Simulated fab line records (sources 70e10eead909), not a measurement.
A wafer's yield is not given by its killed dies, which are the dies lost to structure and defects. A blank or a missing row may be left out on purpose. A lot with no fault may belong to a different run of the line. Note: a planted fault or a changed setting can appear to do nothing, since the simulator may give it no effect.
Comparing a struck lot with a sound one :: flow nandHarc :: 25 steps out of a route of 1302
Sound: these wafers, L649.2, L649.4, L649.6. Struck: wafers L661.2, L661.3, L661.4. The cause comes at the end.
Each step with rows lists, per side, the tool, then ch with its chambers, then its first start. Under that, the readings that differ: sound wafers :: struck wafers :: difference of the means :: sigmas: that difference in standard deviations of wafers without a fault.
alike: words and numbers the same on both sides, and readings whose means are apart by under 2 such deviations; not compared: readings that were withheld, readings missing a value for some wafer, numbers with overlapping values and no deviation given by the record, and bounds like >300 which may hide the same value.
A row with sigmas, a row that says differs or no value, or rows on one side alone: a step with any of these is where the two part. When numbers do not overlap yet have no deviation, they are printed without sigmas and do not part them. A reading that every wafer of one side lacks parts them only if that side has two wafers or more.

NHARC_P_ZERO_WELL_INSPECT_43:
  sound on defectInspect-01, day 5 01:34; struck on defectInspect-01, day 10 02:13
  alike: rawDefectCount
then, 11 steps without rows for these wafers: NHARC_P_STI_ETCH_26 (etches SiO2 in dHF, target depth 11 nm); NHARC_P_STI_PRECLEAN_27 (cleans in SC1); NHARC_P_STI_SRD_28; NHARC_P_STI_OXIDE_29 (material SiO2, target thk 10 nm, ox time 1362 s); NHARC_P_STI_HM_DEP_30 (deposits Si3N4, target thk 80 nm, time 873 s); NHARC_P_STI_DEHYDRATE_01 (time 120 s); NHARC_P_STI_HMDS_02 (time 30 s); NHARC_P_STI_COAT_41 (time 65 s); NHARC_P_STI_COAT_03 (resist thk 600 nm); NHARC_P_STI_SOFTBAKE_04 (time 70 s); NHARC_P_STI_EBR_05.
NHARC_P_STI_EXPOSE_06: exposes mask P STI, target cd 200 nm.
  sound on krfScanner-03 ch 0, day 5 17:25; struck on krfScanner-02 ch 0, day 10 17:59
reading: exposureDoseMJCm2
sound: 37.70 37.65 37.61
struck: 38.59 38.61 38.66
difference: +0.97
sigmas: +6
  alike: mask
then, 2 steps without rows for these wafers: NHARC_P_STI_PEB_07 (peb time 80 s); NHARC_P_STI_DEVELOP_08 (time 50 s).
NHARC_P_STI_CD_MEAS_09: target cd 200 nm.
  sound on cdSem-03 ch 0, day 5 17:34; struck on cdSem-02 ch 0, day 10 18:07
  alike: cdNm
NHARC_P_STI_OVL_MEAS_10:
  sound on overlay-02, day 5 17:39; struck on overlay-02, day 10 18:13
  alike: overlayXNm, overlayYNm
NHARC_P_STI_INSPECT_11:
  sound on defectInspect-02, day 5 17:41; struck on defectInspect-01, day 10 18:15
  alike: rawDefectCount
then, 1 step without rows for these wafers: NHARC_P_STI_HARDBAKE_13 (time 65 s).
NHARC_P_STI_DESCUM_14: chemistry O2, time 3 s.
  sound on rieDiel-07 ch 1,2, day 5 17:49; struck on rieDiel-07 ch 0,1,3, day 10 18:23
reading: model.P_STI.cdNm (nm)
sound: 196.9 197.4 199.6
struck: 201.5 205.2 203.8
difference: +5.5
sigmas: 
  alike: drypumpMotorCurrentA, oesProductAu, rfVppV, showerheadPlenumPTorr, throttleValvePct
  not compared: rfHoursCounterH
NHARC_P_STI_ETCH_42: etches the open film in N2/H2, target depth 80 nm, overetch 24 nm, time 61 s.
  sound on rieDiel-07 ch 1,2, day 5 17:54; struck on rieDiel-07 ch 0,1,2, day 10 18:28
  alike: biasW, drypumpMotorCurrentA, oesProductAu, rfVppV, showerheadPlenumPTorr, throttleValvePct
  not compared: rfHoursCounterH
NHARC_P_STI_ETCH_31: etches the open film in CF4/CHF3, target depth 108.9 nm, time 54.5 s.
  sound on rieDiel-07 ch 0,3; struck on rieDiel-07 ch 0,1,3
  alike: biasW, drypumpMotorCurrentA, oesProductAu, rfVppV, showerheadPlenumPTorr, throttleValvePct
  not compared: rfHoursCounterH
NHARC_P_STI_ETCH_15: etches the open film in HBr/Cl2, target depth 300 nm, time 100.1 s.
  sound on rieSi-05 ch 1,2,3, day 5 18:07; struck on rieSi-01 ch 0,1,2, day 10 18:39
reading: model.P_STI.cdNm (nm)
sound: 194.8 196.2 197.7
struck: 201.1 203.4 204
difference: +6.6
sigmas: 
  alike: biasW, drypumpMotorCurrentA, heBacksideLeakSccm, oesProductAu, throttleValvePct
  not compared: rfHoursCounterH
NHARC_P_STI_CD_MEAS_16:
  sound on cdSem-02, day 5 18:15; struck on cdSem-01, day 10 18:49
  alike: cdNm
-- break in the record here, with 21 days between the starts of the struck wafers on either side (left off in module P_STI, picked up again in module END, where the first step shown is number 1302 on the route) --
NHARC_END_SORT_01:
  sound on prober-02 ch 0, day 26 20:28; struck on prober-01 ch 0, day 32 04:38
reading: killedAtOther
sound: 4 7 9
struck: 1 0
difference: -6
sigmas: -4
  alike: killedAtArray, killedAtPeriphery, killedDies, killedOpen, killedShort

## WHERE THEY PART
First at NHARC_P_STI_EXPOSE_06; last, within this record, at NHARC_END_SORT_01.

WHY: what the simulator had put in
Drift in process parameters on krfScanner-02 at NHARC_P_STI_EXPOSE_06, starting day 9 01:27. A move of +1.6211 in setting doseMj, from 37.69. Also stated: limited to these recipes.
